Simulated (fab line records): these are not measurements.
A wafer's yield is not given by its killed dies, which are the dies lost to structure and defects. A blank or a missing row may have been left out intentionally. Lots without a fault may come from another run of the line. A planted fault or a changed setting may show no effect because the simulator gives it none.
Split-lot study :: flow n5Finfet :: 39 wafers read across 7 lots, on a route 1938 steps long

THE SPLIT ITSELF
At N5_BEOL_M10_DEP_56 (deposits SiCN from 3MS/NH3, target thk 15 nm, time 26.5 s), the setting targetThkA was moved away from the recipe's 150 angstrom on 15 of the 39 wafers read, by -47.6% to +40.1%. The other wafers ran this setting at the recipe's value.

Reading taken at the split's own step.

THE READING
SiCN_of_BEOL_M10_DEP_56.thkNm (the simulator's own value, which no gauge read), in nm, at N5_BEOL_M10_DEP_56 (deposits SiCN from 3MS/NH3, target thk 15 nm, time 26.5 s). The file gives no usual value for it. Across the 24 wafers here that went through the recipe, the average is 15.0 nm and the standard deviation 0.29 nm.

wafer: L076.1
tool, chamber at the split: pecvd-03, 0
targetThkA as run, angstrom: 150
against the recipe: recipe
SiCN_of_BEOL_M10_DEP_56.thkNm, nm: 14.6
against lot-mates on the recipe: -

wafer: L076.2
tool, chamber at the split: pecvd-03, 1
targetThkA as run, angstrom: 186.9
against the recipe: +24.6%
SiCN_of_BEOL_M10_DEP_56.thkNm, nm: 18.4
against lot-mates on the recipe: +3.6

wafer: L076.3
tool, chamber at the split: pecvd-03, 2
targetThkA as run, angstrom: 150
against the recipe: recipe
SiCN_of_BEOL_M10_DEP_56.thkNm, nm: 14.8
against lot-mates on the recipe: -

wafer: L076.4
tool, chamber at the split: pecvd-03, 1,0
targetThkA as run, angstrom: 186.9
against the recipe: +24.6%
SiCN_of_BEOL_M10_DEP_56.thkNm, nm: 18.8
against lot-mates on the recipe: +4.0

wafer: L076.5
tool, chamber at the split: pecvd-03, 1,0
targetThkA as run, angstrom: 186.9
against the recipe: +24.6%
SiCN_of_BEOL_M10_DEP_56.thkNm, nm: 18.8
against lot-mates on the recipe: +4.0

wafer: L076.6
tool, chamber at the split: pecvd-03, 2
targetThkA as run, angstrom: 150
against the recipe: recipe
SiCN_of_BEOL_M10_DEP_56.thkNm, nm: 15
against lot-mates on the recipe: -

wafer: L078.1
tool, chamber at the split: pecvd-02, 0
targetThkA as run, angstrom: 150
against the recipe: recipe
SiCN_of_BEOL_M10_DEP_56.thkNm, nm: 14.4
against lot-mates on the recipe: -

wafer: L078.2
tool, chamber at the split: pecvd-02, 1,0
targetThkA as run, angstrom: 150
against the recipe: recipe
SiCN_of_BEOL_M10_DEP_56.thkNm, nm: 14.6
against lot-mates on the recipe: -

wafer: L078.6
tool, chamber at the split: pecvd-02, 1,0
targetThkA as run, angstrom: 150
against the recipe: recipe
SiCN_of_BEOL_M10_DEP_56.thkNm, nm: 14.6
against lot-mates on the recipe: -

wafer: L078.3
tool, chamber at the split: pecvd-02, 0,1
targetThkA as run, angstrom: 103.2
against the recipe: -31.2%
SiCN_of_BEOL_M10_DEP_56.thkNm, nm: 10
against lot-mates on the recipe: -4.5

wafer: L078.5
tool, chamber at the split: pecvd-02, 0,1
targetThkA as run, angstrom: 103.2
against the recipe: -31.2%
SiCN_of_BEOL_M10_DEP_56.thkNm, nm: 10
against lot-mates on the recipe: -4.5

wafer: L078.4
tool, chamber at the split: pecvd-02, 1
targetThkA as run, angstrom: 103.2
against the recipe: -31.2%
SiCN_of_BEOL_M10_DEP_56.thkNm, nm: 10.2
against lot-mates on the recipe: -4.3

wafer: L085.1
tool, chamber at the split: pecvd-01, 1,0
targetThkA as run, angstrom: 123.9
against the recipe: -17.4%
SiCN_of_BEOL_M10_DEP_56.thkNm, nm: 12.6
against lot-mates on the recipe: -2.8

wafer: L085.3
tool, chamber at the split: pecvd-01, 1,0
targetThkA as run, angstrom: 123.9
against the recipe: -17.4%
SiCN_of_BEOL_M10_DEP_56.thkNm, nm: 12.6
against lot-mates on the recipe: -2.8

wafer: L085.2
tool, chamber at the split: pecvd-01, 2
targetThkA as run, angstrom: 123.9
against the recipe: -17.4%
SiCN_of_BEOL_M10_DEP_56.thkNm, nm: 12.8
against lot-mates on the recipe: -2.6

wafer: L085.4
tool, chamber at the split: pecvd-01, 1,0,2
targetThkA as run, angstrom: 150
against the recipe: recipe
SiCN_of_BEOL_M10_DEP_56.thkNm, nm: 15.4
against lot-mates on the recipe: -

wafer: L085.5
tool, chamber at the split: pecvd-01, 1,0,2
targetThkA as run, angstrom: 150
against the recipe: recipe
SiCN_of_BEOL_M10_DEP_56.thkNm, nm: 15.4
against lot-mates on the recipe: -

wafer: L085.6
tool, chamber at the split: pecvd-01, 1,0,2
targetThkA as run, angstrom: 150
against the recipe: recipe
SiCN_of_BEOL_M10_DEP_56.thkNm, nm: 15.4
against lot-mates on the recipe: -

wafer: L090.1
tool, chamber at the split: pecvd-02, 0
targetThkA as run, angstrom: 150
against the recipe: recipe
SiCN_of_BEOL_M10_DEP_56.thkNm, nm: 15
against lot-mates on the recipe: -

wafer: L090.2
tool, chamber at the split: pecvd-02, 2
targetThkA as run, angstrom: 150
against the recipe: recipe
SiCN_of_BEOL_M10_DEP_56.thkNm, nm: 14.6
against lot-mates on the recipe: -

wafer: L090.3
tool, chamber at the split: pecvd-02, 0
targetThkA as run, angstrom: 150
against the recipe: recipe
SiCN_of_BEOL_M10_DEP_56.thkNm, nm: 15.2
against lot-mates on the recipe: -

wafer: L090.4
tool, chamber at the split: pecvd-02, 2,0
targetThkA as run, angstrom: 210.2
against the recipe: +40.1%
SiCN_of_BEOL_M10_DEP_56.thkNm, nm: 21.2
against lot-mates on the recipe: +6.3

wafer: L090.6
tool, chamber at the split: pecvd-02, 2,0
targetThkA as run, angstrom: 210.2
against the recipe: +40.1%
SiCN_of_BEOL_M10_DEP_56.thkNm, nm: 21.2
against lot-mates on the recipe: +6.3

wafer: L090.5
tool, chamber at the split: pecvd-02, 2
targetThkA as run, angstrom: 210.2
against the recipe: +40.1%
SiCN_of_BEOL_M10_DEP_56.thkNm, nm: 21
against lot-mates on the recipe: +6.1

wafer: L091.2
tool, chamber at the split: pecvd-03, 0
targetThkA as run, angstrom: 150
against the recipe: recipe
SiCN_of_BEOL_M10_DEP_56.thkNm, nm: 14.8
against lot-mates on the recipe: -

wafer: L091.5
tool, chamber at the split: pecvd-03, 2,1
targetThkA as run, angstrom: 150
against the recipe: recipe
SiCN_of_BEOL_M10_DEP_56.thkNm, nm: 15
against lot-mates on the recipe: -

wafer: L091.6
tool, chamber at the split: pecvd-03, 2,1
targetThkA as run, angstrom: 150
against the recipe: recipe
SiCN_of_BEOL_M10_DEP_56.thkNm, nm: 15
against lot-mates on the recipe: -

wafer: L092.1
tool, chamber at the split: pecvd-03, 1
targetThkA as run, angstrom: 150
against the recipe: recipe
SiCN_of_BEOL_M10_DEP_56.thkNm, nm: 14.8
against lot-mates on the recipe: -

wafer: L092.2
tool, chamber at the split: pecvd-03, 2
targetThkA as run, angstrom: 150
against the recipe: recipe
SiCN_of_BEOL_M10_DEP_56.thkNm, nm: 15
against lot-mates on the recipe: -

wafer: L092.3
tool, chamber at the split: pecvd-03, 0
targetThkA as run, angstrom: 150
against the recipe: recipe
SiCN_of_BEOL_M10_DEP_56.thkNm, nm: 14.6
against lot-mates on the recipe: -

wafer: L092.4
tool, chamber at the split: pecvd-03, 1,0,2
targetThkA as run, angstrom: 150
against the recipe: recipe
SiCN_of_BEOL_M10_DEP_56.thkNm, nm: 15.2
against lot-mates on the recipe: -

wafer: L092.5
tool, chamber at the split: pecvd-03, 1,0,2
targetThkA as run, angstrom: 150
against the recipe: recipe
SiCN_of_BEOL_M10_DEP_56.thkNm, nm: 15.2
against lot-mates on the recipe: -

wafer: L092.6
tool, chamber at the split: pecvd-03, 1,0,2
targetThkA as run, angstrom: 150
against the recipe: recipe
SiCN_of_BEOL_M10_DEP_56.thkNm, nm: 15.2
against lot-mates on the recipe: -

wafer: L097.1
tool, chamber at the split: pecvd-01, 1
targetThkA as run, angstrom: 78.58
against the recipe: -47.6%
SiCN_of_BEOL_M10_DEP_56.thkNm, nm: 8
against lot-mates on the recipe: -7.1

wafer: L097.6
tool, chamber at the split: pecvd-01, 1
targetThkA as run, angstrom: 78.58
against the recipe: -47.6%
SiCN_of_BEOL_M10_DEP_56.thkNm, nm: 8
against lot-mates on the recipe: -7.1

wafer: L097.2
tool, chamber at the split: pecvd-01, 2
targetThkA as run, angstrom: 150
against the recipe: recipe
SiCN_of_BEOL_M10_DEP_56.thkNm, nm: 15.2
against lot-mates on the recipe: -

wafer: L097.4
tool, chamber at the split: pecvd-01, 2
targetThkA as run, angstrom: 150
against the recipe: recipe
SiCN_of_BEOL_M10_DEP_56.thkNm, nm: 15.2
against lot-mates on the recipe: -

wafer: L097.3
tool, chamber at the split: pecvd-01, 0
targetThkA as run, angstrom: 78.58
against the recipe: -47.6%
SiCN_of_BEOL_M10_DEP_56.thkNm, nm: 7.8
against lot-mates on the recipe: -7.3

wafer: L097.5
tool, chamber at the split: pecvd-01, 0
targetThkA as run, angstrom: 150
against the recipe: recipe
SiCN_of_BEOL_M10_DEP_56.thkNm, nm: 15
against lot-mates on the recipe: -
If several chambers appear in one row, that row covers several wafers at once and the file leaves open which wafer was in which chamber.

FIT RESULTS
A straight line over all 39 wafers: SiCN_of_BEOL_M10_DEP_56.thkNm changes by +0.151 nm for each +1% of targetThkA; r = +1.00; the points scatter about the line by 0.27 nm.
The same after taking each lot's own level away (the mean of its wafers on the recipe; 39 wafers): +0.152 nm for each +1%; r = +1.00; scatter 0.18 nm.
Per that fit: largest targetThkA move, reading shift of 7.2 nm.
Measured against the standard deviation above, the lots' own levels, which go from 14.53 to 15.40 nm, span 3.0 times it.
So the lot-to-lot level changes the slope little: the two slopes agree.
Check: for one of the wafers moved furthest among these (-47.6%), held out of the fit, the line's prediction against its lot-mates is -7.21 nm. It came out at -7.13 nm against them.

THE OTHER SPLITS THESE WAFERS WENT THROUGH
Other splits were also applied to these wafers ahead of the reading. Each is held against what the fit with the lots' levels taken away leaves over:
other split on the same wafers: N5_ZERO_LAYER_PECVD_02 timeS
wafers away from the commonest value: 12
r with SiCN_of_BEOL_M10_DEP_56.thkNm (lot level and that fit taken away): -0.23

other split on the same wafers: N5_PMOS_HMC_CHANNEL_EPI_HM_DEP_34 targetThkA
wafers away from the commonest value: 9
r with SiCN_of_BEOL_M10_DEP_56.thkNm (lot level and that fit taken away): -0.24

other split on the same wafers: N5_SD_EPI_N_ETCH_45 targetDepthA
wafers away from the commonest value: 9
r with SiCN_of_BEOL_M10_DEP_56.thkNm (lot level and that fit taken away): -0.19

other split on the same wafers: N5_BEOL_M3_ETCH_41 targetDepthA
wafers away from the commonest value: 9
r with SiCN_of_BEOL_M10_DEP_56.thkNm (lot level and that fit taken away): +0.42

other split on the same wafers: N5_BEOL_M5_ILD_DEP_00 timeS
wafers away from the commonest value: 12
r with SiCN_of_BEOL_M10_DEP_56.thkNm (lot level and that fit taken away): +0.23

other split on the same wafers: N5_BEOL_M7_DEP_56 targetThkA
wafers away from the commonest value: 12
r with SiCN_of_BEOL_M10_DEP_56.thkNm (lot level and that fit taken away): -0.14

other split on the same wafers: N5_BEOL_M9_DEP_56 timeS
wafers away from the commonest value: 12
r with SiCN_of_BEOL_M10_DEP_56.thkNm (lot level and that fit taken away): +0.08

THE FILE'S OWN FIT
SiCN_of_BEOL_M10_DEP_56.thkNm changes by +0.152 nm for each +1% of targetThkA, r = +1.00.
